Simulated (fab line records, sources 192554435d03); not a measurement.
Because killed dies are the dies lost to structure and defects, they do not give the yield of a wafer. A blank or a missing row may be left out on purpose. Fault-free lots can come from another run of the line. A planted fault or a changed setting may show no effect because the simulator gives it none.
8D (eight disciplines) problem report, filled in by code || flow n5-finfet || the parts of the form that need people (team, actions taken, sign-off) are left out

## 1. THE ISSUE
At N5_BEOL_M1_INSPECT_13, raw-defect-count averages 1784 over 3 wafers from 2 lots, while fault-free wafers read 417, standard deviation 110. That is +12 standard deviations from the usual mean.
The step: inspects for defects (brightfield).
First observed at day 9 10:35: wafer L857.1, on defect-inspect-02. The record holds 27 wafers of 9 lots with a number at this step. By rule, "out" or "out of limits" means more than 4 standard deviations away from the usual mean. The other wafers with a number count as sound.

## 2. WHAT IT IS, WHAT IT ISN'T
{"question": "which readings at this step", "is": "raw-defect-count", "is not": "-"}
{"question": "which lots", "is": "L857, L863", "is not": "L850, L851, L856, L858, L865, L867, L869"}
{"question": "which wafers of those lots", "is": "L857.1, L857.6, L863.4", "is not": "L857.5, L863.2, L863.3"}
{"question": "read on which gauges", "is": "defect-inspect-01, defect-inspect-02", "is not": "-"}
{"question": "when", "is": "from day 9 10:35", "is not": "up to then (13 sound wafers); but 11 sound wafers of L863, L865, L867, L869 came after"}

## 3. THE SUSPECTS, EACH WITH WHAT RULES IT OUT
Counting: if a tool at a process step up to the reading ran every lot that is out, it stays a suspect. Sound lots after the first of them don't rule it out here, since some wafers of a struck lot are sound.
- ruled out: the gauge at N5_BEOL_M1_INSPECT_13. 2 gauges (defect-inspect-01, defect-inspect-02) read the wafers that are out.
- cvd-co-01 at N5_BEOL_M0_CO_CAP_123 (material Co, precursor CCTBA/H2, target thk 2 nm, time 102.1 s): kept. It ran every lot that is out, first L857 (day 9 09:16); its last sound lot up to then is L858 (day 9 01:19).
- pecvd-03 at N5_BEOL_M1_ILD_DEP_00 (deposits SiOC from DEMS/O2, target thk 79 nm, time 15.3 s): kept. It ran every lot that is out, first L857 (day 9 09:31); its last sound lot up to then is L858 (day 9 01:34).
- Within pecvd-03 at N5_BEOL_M1_ILD_DEP_00: the wafers that are out ran in chamber 1; their sound lot-mates ran in chambers 0, 2.
After counting, cvd-co-01 at N5_BEOL_M0_CO_CAP_123 and pecvd-03 at N5_BEOL_M1_ILD_DEP_00 remain.

## 4. THE CAUSE (what the simulator had put in)
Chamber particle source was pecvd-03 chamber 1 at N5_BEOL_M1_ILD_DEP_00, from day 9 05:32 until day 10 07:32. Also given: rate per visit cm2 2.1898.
After counting, 2 suspects remain, this tool included.

## 5. THE CHAIN OF EFFECTS, in route order
Each row: a reading where the mean over the struck wafers with a number is more than 3 standard deviations away from the usual. Scope: only readings with a usual standard deviation given in the record; hours: median across lots of the time from each lot's start at the first step in this table that gives one to its start at this step; sigmas: change in usual standard deviations.
{"hours": 0, "step": "N5_BEOL_M1_INSPECT_13", "reading": "raw-defect-count", "usual": 417, "on struck wafers": 1784, "change": "+1367", "sigmas": "+12"}
{"hours": 150, "step": "N5_PASSIVATION_PROBE_49", "reading": "defect-limited-yield", "usual": "91.7 %", "on struck wafers": 79.6, "change": -12.1, "sigmas": -8.1}
{"hours": 150, "step": "N5_PASSIVATION_PROBE_49", "reading": "killed_at_M0_to_M3", "usual": 32, "on struck wafers": 181, "change": "+149", "sigmas": "+15"}
{"hours": 150, "step": "N5_PASSIVATION_PROBE_49", "reading": "killed-dies", "usual": 98, "on struck wafers": 241, "change": "+143", "sigmas": "+8.4"}
{"hours": 150, "step": "N5_PASSIVATION_PROBE_49", "reading": "killed-on-rim", "usual": 13, "on struck wafers": 27, "change": "+14", "sigmas": "+3.4"}
{"hours": 150, "step": "N5_PASSIVATION_PROBE_49", "reading": "sort_bin_5_function", "usual": "4.9 %", "on struck wafers": 11.7, "change": "+6.8", "sigmas": "+7.3"}
{"hours": 150, "step": "N5_PASSIVATION_PROBE_49", "reading": "sort-n-pass", "usual": 1082, "on struck wafers": 939, "change": -143, "sigmas": -8.4}
Here are the process steps it includes:
- N5_PASSIVATION_PROBE_49
Later steps that measure or inspect, where all struck wafers having a row at the step show a number for every such reading and not one has moved that far: N5_BEOL_M4_RC_MEAS_101.

## 6. HOW IT WOULD HAVE BEEN CAUGHT EARLIER
Counted from the fault's start at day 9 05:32, it took 5 hours until the first out-of-limits reading at a measuring or inspecting step in this record, taken at day 9 10:35.
Of the tool readings at N5_BEOL_M1_ILD_DEP_00 for which the record gives a usual standard deviation, none was out on any struck wafer, so an alarm limit of 4 standard deviations on them would not have fired.
Of the lots that are out (2), L863 began N5_BEOL_M1_ILD_DEP_00 on pecvd-03 after day 9 10:35. Had the tool been put on hold then, it would have been spared.
